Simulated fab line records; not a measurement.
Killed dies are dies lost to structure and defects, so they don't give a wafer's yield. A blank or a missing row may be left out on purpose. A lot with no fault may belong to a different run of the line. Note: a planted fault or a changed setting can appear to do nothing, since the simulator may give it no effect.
fab line records + flow nandHarc
record:
- lots: 5
- wafers: 15
- lastDay: 34
route steps=1302 shown THIN_TSV@1250 END@1302
lots that met no fault: taken from a fault-free run of the same line
startH: the number of hours between the record's first day and the start of the first shown wafer of the lot + waitH: hours from the lot's prior step to this one + " identical to the entry in the row above + L1.1+2: several wafers, shown together as one row + - no value present, or no start provided + * or withheld: withheld + < > ~ a bound
route shown NAME@n: names a module that has steps shown in the file, with the first one's number in the route + usual: mean/standard deviation taken from wafers without a fault + same: alike in all rows + chamber/n: place in a boat + sites: per-site readings + _std_site: standard deviation across them + _edge_site: outer sites' mean less inner sites' + radiusMm: for every site, how far away it sits from the centre of the wafer + mask NAME#n: copy n + behind: the most recent tool/chamber to have shaped the wafer + hold: cause of the lot's hold/its duration in hours/its outcome + device: names the non-switching transistor (n, p or np) + end of line: at the end of the route, the tests of the same wafers + where a step has no rows: the recipe by itself + killed: the dies lost at the first sort to structure and to defects; this is not the yield of the wafer + map: per-die view of a wafer (x killed, . not killed, _ where there is no die)
set.NAME: the setting the step ran with; set.NAME@STEP: the setting that earlier step ran with + model.NAME: the simulator's own value behind a step, which no gauge read
certain route steps with their lots: each step a table, each wafer a row
services: from which hour (startH, from the record's first day; less than 0 if before it) a tool's chamber was out of use, for how many hours, and why
== steps ==
step: NHARC_THIN_TSV_DEP_43
recipe:
- targetThkA: 13285
- tempC: withheld
- pressureTorr: 6.5
- rfW: 900
- teosFlowSccm: 161.4
- flowSccm: 2650
- targetThkNm: 1328.5
- gas: O2
- material: SiO2
usual:
- chamberPressureTorr: 6.501/0.014
- flowSccm: 2651/8.2
- throttleValvePct: 15.8/0.53
| lot.wafer | tool     | chamber | startH | waitH | chamberPressureTorr | flowSccm | throttleValvePct |
|-----------|----------|---------|--------|-------|---------------------|----------|------------------|
| L292.1    | pecvd-04 | 0       | 577.60 | -     | 6.524               | 2654     | 15.6             |
| L292.5    | "        | 1       | "      | "     | 6.488               | 2631     | 16.5             |
| L292.6    | "        | 2       | "      | "     | 6.505               | 2650     | 15.7             |
| L295.1    | pecvd-04 | 1       | 615.44 | -     | 6.505               | 2656     | 16.7             |
| L295.2    | "        | 2       | "      | "     | 6.535               | 2651     | 15.6             |
| L295.3    | "        | 0       | "      | "     | 6.498               | 2650     | 15.3             |
| L302.3    | pecvd-02 | 2       | 678.20 | -     | 6.525               | 2633     | 16.1             |
| L302.2    | "        | 0       | "      | "     | 6.471               | 2648     | 16.1             |
| L302.4    | "        | 2       | "      | "     | 6.503               | 2640     | 16.1             |
| L307.3    | pecvd-04 | 0       | 745.72 | -     | 6.530               | 2662     | 15.3             |
| L307.1    | "        | 1       | "      | "     | 6.513               | 2653     | 15.6             |
| L307.2    | "        | 2       | "      | "     | 6.499               | 2656     | 16.0             |
| L311.1    | pecvd-01 | 0       | 797.34 | -     | 6.496               | 2656     | 15.6             |
| L311.6    | "        | 1       | "      | "     | 6.485               | 2640     | 15.1             |
| L311.4    | "        | 2       | "      | "     | 6.491               | 2642     | 15.9             |
step: NHARC_THIN_TSV_DEHYDRATE_04
recipe:
- tempC: 150
- timeS: 120
step: NHARC_THIN_TSV_HMDS_05
recipe:
- timeS: 30
step: NHARC_THIN_TSV_COAT_06
recipe:
- spinRpm: *
step: NHARC_THIN_TSV_SOFTBAKE_07
recipe:
- tempC: 122
- timeS: 95
step: NHARC_THIN_TSV_EBR_08
step: NHARC_THIN_TSV_EXPOSE_09
recipe:
- na: 0.55
- doseMj: 30.7
- maskId: TSV
step: NHARC_THIN_TSV_PEB_10
recipe:
- pebTempC: 118
- pebTimeS: 85
step: NHARC_THIN_TSV_DEVELOP_11
recipe:
- timeS: 70
step: NHARC_THIN_TSV_CD_MEAS_12
recipe:
- targetCdNm: 1000
- landingEnergyEv: 500
usual:
- cdNm: 999.0/1.8
| lot.wafer | tool     | chamber | startH | waitH | cdNm   |
|-----------|----------|---------|--------|-------|--------|
| L292.1    | cdSem-02 | 0       | 578.34 | -     | 997.0  |
| L292.5    | "        | 0       | "      | "     | 998.3  |
| L292.6    | "        | 0       | "      | "     | 998.2  |
| L295.1    | cdSem-01 | 0       | 616.14 | -     | 998.9  |
| L295.2    | "        | 0       | "      | "     | 1000.9 |
| L295.3    | "        | 0       | "      | "     | 999.0  |
| L302.2    | cdSem-02 | 0       | 679.03 | -     | 998.4  |
| L302.3    | "        | 0       | "      | "     | 1001.7 |
| L302.4    | "        | 0       | "      | "     | 999.8  |
| L307.1    | cdSem-03 | 0       | 746.56 | -     | 997.2  |
| L307.2    | "        | 0       | "      | "     | 999.8  |
| L307.3    | "        | 0       | "      | "     | 998.8  |
| L311.1    | cdSem-03 | 0       | 797.95 | -     | 998.4  |
| L311.4    | "        | 0       | "      | "     | 999.9  |
| L311.6    | "        | 0       | "      | "     | 998.3  |
step: NHARC_THIN_TSV_HARDBAKE_13
recipe:
- tempC: 125
- timeS: 80
step: NHARC_THIN_TSV_DESCUM_14
recipe:
- timeS: 3
- o2FlowSccm: 200
- arFlowSccm: 0
- biasPowerW: 0
- chemistry: O2
usual:
- drypumpMotorCurrentA: 5.67/0.24
- o2FlowSccm: 200.0/0.58
- oesProductAu: 0.999/0.011
- rfVppV: 57.9/0.84
- showerheadPlenumPTorr: 1.94/0.083
- throttleValvePct: 11.312/0.0094
| lot.wafer | tool       | chamber | startH | waitH | drypumpMotorCurrentA | o2FlowSccm | oesProductAu | rfHoursCounterH | rfVppV | showerheadPlenumPTorr | throttleValvePct |
|-----------|------------|---------|--------|-------|----------------------|------------|--------------|-----------------|--------|-----------------------|------------------|
| L292.1    | rieDiel-06 | 1       | 578.51 | -     | 5.85                 | 200.1      | 1.008        | 5.8             | 58.0   | 2.03                  | 11.307           |
| L292.5    | "          | 0       | "      | "     | 5.50                 | 201.3      | 0.988        | -               | 57.3   | 1.84                  | 11.312           |
| L292.6    | "          | 3       | "      | "     | 5.41                 | 200.3      | 0.998        | -               | 57.2   | 1.88                  | 11.292           |
| L295.3    | rieDiel-06 | 0       | 616.30 | -     | 5.51                 | 200.4      | 0.985        | 3.8             | 57.7   | 1.84                  | 11.318           |
| L295.2    | "          | 1       | "      | "     | 5.83                 | 201.3      | 1.004        | 8.0             | 58.5   | 2.03                  | 11.325           |
| L295.1    | "          | 3       | "      | "     | 5.39                 | 199.5      | 0.989        | 3.6             | 56.8   | 1.88                  | 11.328           |
| L302.3    | rieDiel-01 | 3       | 679.19 | -     | 5.88                 | 199.5      | 0.986        | 7.5             | 56.9   | 1.84                  | 11.309           |
| L302.4    | "          | 0       | "      | "     | 5.83                 | 200.6      | 1.004        | 7.3             | 57.4   | 2.02                  | 11.303           |
| L302.2    | "          | 1       | "      | "     | 5.22                 | 199.5      | 0.995        | 7.0             | 56.4   | 1.87                  | 11.321           |
| L307.2    | rieDiel-01 | 0       | 746.72 | -     | 5.80                 | 200.9      | 0.972        | 0               | 57.7   | 2.02                  | 11.313           |
| L307.3    | "          | 1       | "      | "     | 5.21                 | 199.7      | 0.989        | 0               | 57.7   | 1.87                  | 11.307           |
| L307.1    | "          | 2       | "      | "     | 5.49                 | 199.3      | 1.003        | 0               | 58.4   | 1.93                  | 11.315           |
| L311.1    | rieDiel-06 | 0       | 798.11 | -     | 5.50                 | 200.5      | 0.977        | 5.7             | 57.4   | 1.84                  | 11.317           |
| L311.4    | "          | 3       | "      | "     | 5.40                 | 200.2      | 0.993        | 5.1             | 58.4   | 1.88                  | 11.309           |
| L311.6    | "          | 0       | "      | "     | 5.52                 | 199.2      | 0.976        | -               | 58.4   | 1.84                  | 11.326           |
step: NHARC_THIN_TSV_ETCH_44
recipe:
- targetDepthA: 15942
- timeS: 797.1
- cf4FlowSccm: 150
- o2FlowSccm: 10
- arFlowSccm: 0
- rfW: 300
- biasW: 800
- chemistry: CF4/O2
usual:
- drypumpMotorCurrentA: 5.67/0.23
- o2FlowSccm: 10.001/0.029
- oesProductAu: 1.000/0.011
- rfFwdPowerW: 299.6/0.91
- rfVppV: 795/4.7
- showerheadPlenumPTorr: 1.85/0.073
- throttleValvePct: 16.916/0.0087
| lot.wafer | tool       | chamber | startH | waitH | drypumpMotorCurrentA | o2FlowSccm | oesProductAu | rfFwdPowerW | rfHoursCounterH | rfVppV | showerheadPlenumPTorr | throttleValvePct |
|-----------|------------|---------|--------|-------|----------------------|------------|--------------|-------------|-----------------|--------|-----------------------|------------------|
| L292.1    | rieDiel-06 | 3       | 578.60 | 0.1   | 5.40                 | 10.002     | 1.004        | 298.0       | 1.8             | 791    | 1.80                  | 16.901           |
| L292.5    | "          | 0       | "      | "     | 5.53                 | 10.011     | 0.988        | 299.7       | -               | 789    | 1.77                  | 16.908           |
| L292.6    | "          | 1       | "      | "     | 5.84                 | 9.969      | 1.006        | 299.6       | -               | 799    | 1.94                  | 16.906           |
| L295.1    | rieDiel-06 | 1       | 616.44 | 0.1   | 5.82                 | 9.984      | 1.010        | 299.4       | 8.1             | 802    | 1.94                  | 16.919           |
| L295.2    | "          | 2       | "      | "     | 5.78                 | 10.036     | 1.011        | 299.8       | 7.4             | 797    | 1.87                  | 16.929           |
| L295.3    | "          | 3       | "      | "     | 5.39                 | 10.044     | 1.007        | 298.4       | 3.8             | 792    | 1.80                  | 16.920           |
| L302.3    | rieDiel-01 | 0       | 679.27 | 0.1   | 5.81                 | 10.004     | 1.015        | 298.3       | 7.4             | 801    | 1.93                  | 16.917           |
| L302.2    | "          | 1       | "      | "     | 5.21                 | 9.961      | 0.986        | 299.5       | 7.1             | 793    | 1.80                  | 16.913           |
| L302.4    | "          | 3       | "      | "     | 5.87                 | 10.008     | 0.996        | 298.3       | 7.6             | 789    | 1.77                  | 16.915           |
| L307.3    | rieDiel-01 | 3       | 746.81 | 0.1   | 5.87                 | 10.028     | 1.004        | 298.8       | 0.1             | 789    | 1.77                  | 16.929           |
| L307.1    | "          | 0       | "      | "     | 5.80                 | 10.027     | 0.984        | 301.7       | 0.1             | 802    | 1.93                  | 16.923           |
| L307.2    | "          | 1       | "      | "     | 5.20                 | 9.970      | 1.066        | 335.4       | 0.1             | 792    | 1.80                  | 16.926           |
| L311.1    | rieDiel-06 | 1       | 798.20 | 0.1   | 5.81                 | 10.010     | 0.986        | 299.1       | 5.4             | 802    | 1.94                  | 16.917           |
| L311.4    | "          | 3       | "      | "     | 5.40                 | 10.045     | 0.990        | 302.1       | 5.2             | 791    | 1.80                  | 16.930           |
| L311.6    | "          | 2       | "      | "     | 5.78                 | 10.011     | 0.983        | 299.7       | -               | 798    | 1.87                  | 16.919           |
step: NHARC_THIN_TSV_ETCH_15
recipe:
- targetDepthA: 30000
- boschTargetOveretchCycles: 2
- boschEtchStepS: 2.8
- boschDepStepS: 1.2
- boschCycles: 14
usual:
- drypumpMotorCurrentA: 5.6/0.54
- heBacksideLeakSccm: 2.76/0.25
same:
- boschDepStepS: 1.2
| lot.wafer | tool     | chamber | startH | waitH | drypumpMotorCurrentA | heBacksideLeakSccm | rfHoursCounterH |
|-----------|----------|---------|--------|-------|----------------------|--------------------|-----------------|
| L292.1    | rieSi-01 | 1       | 579.31 | -     | 5.7                  | 2.50               | 0.2             |
| L292.5    | "        | 2       | "      | "     | 5.2                  | 2.92               | -               |
| L292.6    | "        | 3       | "      | "     | 6.2                  | 2.50               | -               |
| L295.1    | rieSi-02 | 0       | 616.96 | -     | 5.1                  | 2.80               | 0.9             |
| L295.2    | "        | 1       | "      | "     | 5.3                  | 2.86               | 0.9             |
| L295.3    | "        | 3       | "      | "     | 5.0                  | 2.84               | 0.8             |
| L302.3    | rieSi-02 | 1       | 679.86 | -     | 5.3                  | 2.93               | 0.2             |
| L302.4    | "        | 2       | "      | "     | 6.0                  | 2.81               | 0.2             |
| L302.2    | "        | 3       | "      | "     | 5.0                  | 2.93               | 0.2             |
| L307.3    | rieSi-02 | 1       | 747.38 | -     | 5.3                  | 2.91               | 0.7             |
| L307.2    | "        | 2       | "      | "     | 6.0                  | 3.02               | 0.7             |
| L307.1    | "        | 0       | "      | "     | 5.1                  | 2.87               | 0.7             |
| L311.4    | rieSi-02 | 3       | 798.77 | -     | 5.0                  | 2.81               | 1.1             |
| L311.1    | "        | 2       | "      | "     | 6.0                  | 3.01               | 1.2             |
| L311.6    | "        | 3       | "      | "     | 5.0                  | 2.93               | -               |
step: NHARC_END_SORT_01
recipe:
- tempC: 25
usual:
- defectLimitedYield: 90.6/2.9
- killedAtArray: 59/20
- killedAtOther: 0.8/1.2
- killedAtPeriphery: 3.5/2.2
- killedDies: 63/20
- killedOpen: 3.3/1.8
- killedShort: 2.6/1.7
same:
- grossDies: 677
| lot.wafer | tool      | chamber | startH | waitH | defectLimitedYield[%] | killedAtArray | killedAtOther | killedAtPeriphery | killedDies | killedOpen | killedShort |
|-----------|-----------|---------|--------|-------|-----------------------|---------------|---------------|-------------------|------------|------------|-------------|
| L292.1    | prober-02 | 0       | 595.73 | 2.5   | 92.8                  | 46            | 0             | 3                 | 49         | 4          | 3           |
| L292.5    | prober-02 | 0       | 598.92 | 3.7   | 92.0                  | 45            | 5             | 4                 | 54         | 2          | 5           |
| L292.6    | prober-02 | 0       | 599.71 | 4.0   | 92.6                  | 44            | 2             | 4                 | 50         | 1          | 2           |
| L295.1    | prober-02 | 0       | 634.83 | 2.5   | 87.6                  | 81            | 0             | 3                 | 84         | 5          | 4           |
| L295.2    | prober-02 | 0       | 635.63 | 2.8   | 87.6                  | 82            | 0             | 2                 | 84         | 2          | 1           |
| L295.3    | prober-02 | 0       | 636.43 | 3.1   | 89.7                  | 68            | 0             | 2                 | 70         | 2          | 2           |
| L302.2    | prober-02 | 0       | 693.95 | 2.8   | 90.7                  | 58            | 0             | 5                 | 63         | 2          | 2           |
| L302.3    | prober-02 | 0       | 694.75 | 3.1   | 90.0                  | 66            | 0             | 2                 | 68         | 1          | 5           |
| L302.4    | prober-02 | 0       | 695.55 | 3.4   | 88.3                  | 72            | 1             | 6                 | 79         | 1          | 6           |
| L307.1    | prober-01 | 0       | 761.55 | 2.5   | 90.5                  | 56            | 3             | 5                 | 64         | 2          | 0           |
| L307.2    | prober-01 | 0       | 762.34 | 2.8   | 89.4                  | 64            | 2             | 6                 | 72         | 5          | 1           |
| L307.3    | prober-01 | 0       | 763.14 | 3.1   | 89.5                  | 68            | 1             | 2                 | 71         | 1          | 2           |
killed by level:class
L292.1 A_CHANNEL_HOLE_D2:chamberFilmFlake=26 A_CONTACT:chamberFilmFlake=6 A_CHANNEL_HOLE_D1:chamberFilmFlake=3 A_DECK1_JOINT:geometricParticle:open=2 A_DECK1_JOINT:chamberFilmFlake=2 A_STAIRCASE:chamberFilmFlake=2 P_M0:geometricParticle:open=1 A_ONON_D1:geometricParticle:open=1
L292.5 A_CHANNEL_HOLE_D2:chamberFilmFlake=27 A_CHANNEL_HOLE_D1:chamberFilmFlake=6 THIN_TSV:chamberFilmFlake=5 A_CONTACT:chamberFilmFlake=4 P_GATE:geometricParticle:short=2 A_STAIRCASE:chamberFilmFlake=2 A_ONON_D1:geometricParticle:short=1 A_DECK1_JOINT:geometricParticle:short=1
L292.6 A_CHANNEL_HOLE_D2:chamberFilmFlake=29 A_CONTACT:chamberFilmFlake=7 A_CHANNEL_HOLE_D1:chamberFilmFlake=3 P_ZERO_WELL:chamberFilmFlake=2 A_STAIRCASE:chamberFilmFlake=2 THIN_TSV:chamberFilmFlake=2 P_M0:geometricParticle:short=1 A_CHANNEL_FILL_D1:geometricParticle:short=1
L295.1 A_SLIT:chamberFilmFlake=37 A_CHANNEL_HOLE_D1:chamberFilmFlake=27 A_CHANNEL_HOLE_D2:chamberFilmFlake=7 A_WL_FILL:chamberFilmFlake=2 A_CONTACT:chamberFilmFlake=2 P_CONTACT:geometricParticle:short=1 P_CONTACT:geometricParticle:open=1 P_M2:geometricParticle:short=1
L295.2 A_CHANNEL_HOLE_D1:chamberFilmFlake=35 A_SLIT:chamberFilmFlake=31 A_CHANNEL_HOLE_D2:chamberFilmFlake=9 A_WL_FILL:chamberFilmFlake=2 A_CONTACT:chamberFilmFlake=2 P_CONTACT:geometricParticle:open=1 A_CHANNEL_FILL_D1:geometricParticle:open=1 A_CHANNEL_HOLE_D2:geometricParticle:short=1
L295.3 A_CHANNEL_HOLE_D1:chamberFilmFlake=28 A_SLIT:chamberFilmFlake=21 A_CHANNEL_HOLE_D2:chamberFilmFlake=12 A_WL_FILL:geometricParticle:short=2 A_CONTACT:chamberFilmFlake=2 A_ONON_D2:geometricParticle:open=1 A_WL_FILL:geometricParticle:open=1 P_M0:chamberFilmFlake=1
L302.2 A_SLIT:chamberFilmFlake=30 A_CHANNEL_HOLE_D2:chamberFilmFlake=19 A_CONTACT:chamberFilmFlake=4 A_CHANNEL_HOLE_D1:chamberFilmFlake=4 P_CONTACT:geometricParticle:short=1 P_M0:geometricParticle:short=1 P_M0:geometricParticle:open=1 A_BLC:geometricParticle:open=1
L302.3 A_SLIT:chamberFilmFlake=31 A_CHANNEL_HOLE_D2:chamberFilmFlake=16 A_CHANNEL_HOLE_D1:chamberFilmFlake=5 A_CONTACT:chamberFilmFlake=5 A_ONON_D1:geometricParticle:short=2 A_WL_FILL:chamberFilmFlake=2 A_DECK1_JOINT:geometricParticle:short=1 A_CHANNEL_FILL_D2:geometricParticle:short=1
L302.4 A_SLIT:chamberFilmFlake=39 A_CHANNEL_HOLE_D2:chamberFilmFlake=14 A_CHANNEL_HOLE_D1:chamberFilmFlake=6 A_CONTACT:chamberFilmFlake=6 A_ONON_D1:geometricParticle:short=2 P_CONTACT:chamberFilmFlake=2 A_DECK1_JOINT:geometricParticle:short=2 P_STI:chamberFilmFlake=2
L307.1 A_CHANNEL_HOLE_D2:chamberFilmFlake=23 A_SLIT:chamberFilmFlake=16 A_CHANNEL_HOLE_D1:chamberFilmFlake=11 P_STI:chamberFilmFlake=2 P_GATE:chamberFilmFlake=2 A_STAIRCASE:chamberFilmFlake=2 A_CONTACT:chamberFilmFlake=2 THIN_TSV:chamberFilmFlake=2
L307.2 A_SLIT:chamberFilmFlake=27 A_CHANNEL_HOLE_D2:chamberFilmFlake=21 A_CHANNEL_HOLE_D1:chamberFilmFlake=7 A_STAIRCASE:chamberFilmFlake=4 P_GATE:chamberFilmFlake=3 A_CHANNEL_FILL_D1:geometricParticle:open=2 HYBRID_BOND:chamberFilmFlake=2 P_M1:geometricParticle:short=1
L307.3 A_CHANNEL_HOLE_D2:chamberFilmFlake=27 A_SLIT:chamberFilmFlake=23 A_CHANNEL_HOLE_D1:chamberFilmFlake=8 A_STAIRCASE:chamberFilmFlake=5 P_GATE:chamberFilmFlake=2 A_CHANNEL_FILL_D2:chamberFilmFlake=2 A_CHANNEL_FILL_D2:geometricParticle:open=1 A_CHANNEL_FILL_D2:geometricParticle:short=1
== services ==
| tool       | chamber | startH | hours | kind   |
|------------|---------|--------|-------|--------|
| pecvd-04   | 1       | 555.40 | 11.6  | repair |
| rieDiel-01 | -       | 557.80 | 9.0   | pm     |
| rieDiel-06 | 0       | 566.80 | -     | clean  |
| rieDiel-06 | 2       | 573.13 | 8.4   | repair |
| pecvd-02   | -       | 589.00 | 13.0  | pm     |
| rieSi-02   | -       | 631.00 | 9.0   | pm     |
| pecvd-04   | -       | 631.16 | 13.0  | pm     |
| rieSi-01   | 2       | 632.90 | 7.8   | repair |
| pecvd-01   | 0       | 647.21 | 6.6   | repair |
| rieSi-02   | 1       | 659.18 | 15.2  | repair |
| rieDiel-06 | -       | 661.30 | 9.0   | pm     |
| pecvd-04   | 2       | 671.85 | 6.7   | repair |
| pecvd-01   | -       | 673.28 | 13.0  | pm     |
| pecvd-04   | -       | 679.85 | 2.4   | repair |
| rieSi-02   | 3       | 690.07 | 4.9   | repair |
| rieDiel-01 | 1       | 714.76 | 2.4   | repair |
| pecvd-02   | -       | 720.93 | 0.5   | repair |
| rieSi-01   | -       | 724.00 | 9.0   | pm     |
| rieDiel-01 | -       | 734.93 | 9.0   | pm     |
| pecvd-04   | -       | 748.95 | 2.9   | repair |
| pecvd-01   | 0       | 753.55 | 4.4   | repair |
| rieDiel-06 | 3       | 755.13 | 4.3   | repair |
| rieDiel-06 | 1       | 768.05 | 4.7   | repair |
| pecvd-02   | -       | 770.00 | 13.0  | pm     |
== key ==
firstSign:
- step: NHARC_THIN_TSV_ETCH_44
- reading: rfFwdPowerW
- direction: up
- sigmas: 39
- usual: *
- struck: *
effect:
- step: NHARC_THIN_TSV_ETCH_44
- reading: oesProductAu
- direction: up
- sigmas: 6
- usual: 1.000
- struck: 1.066
metAt NHARC_THIN_TSV_ETCH_44
struckWafers L307.2
onsetBetween 679.27 746.81
fault:
- kind: processParameterDrift
- tool: rieDiel-01
- chamber: 1
- onsetH: 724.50
- steps: NHARC_THIN_TSV_ETCH_44
- channel: rfW
- offset: *
- shape: step
- endH: 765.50
- actsIn: *
- stated: *
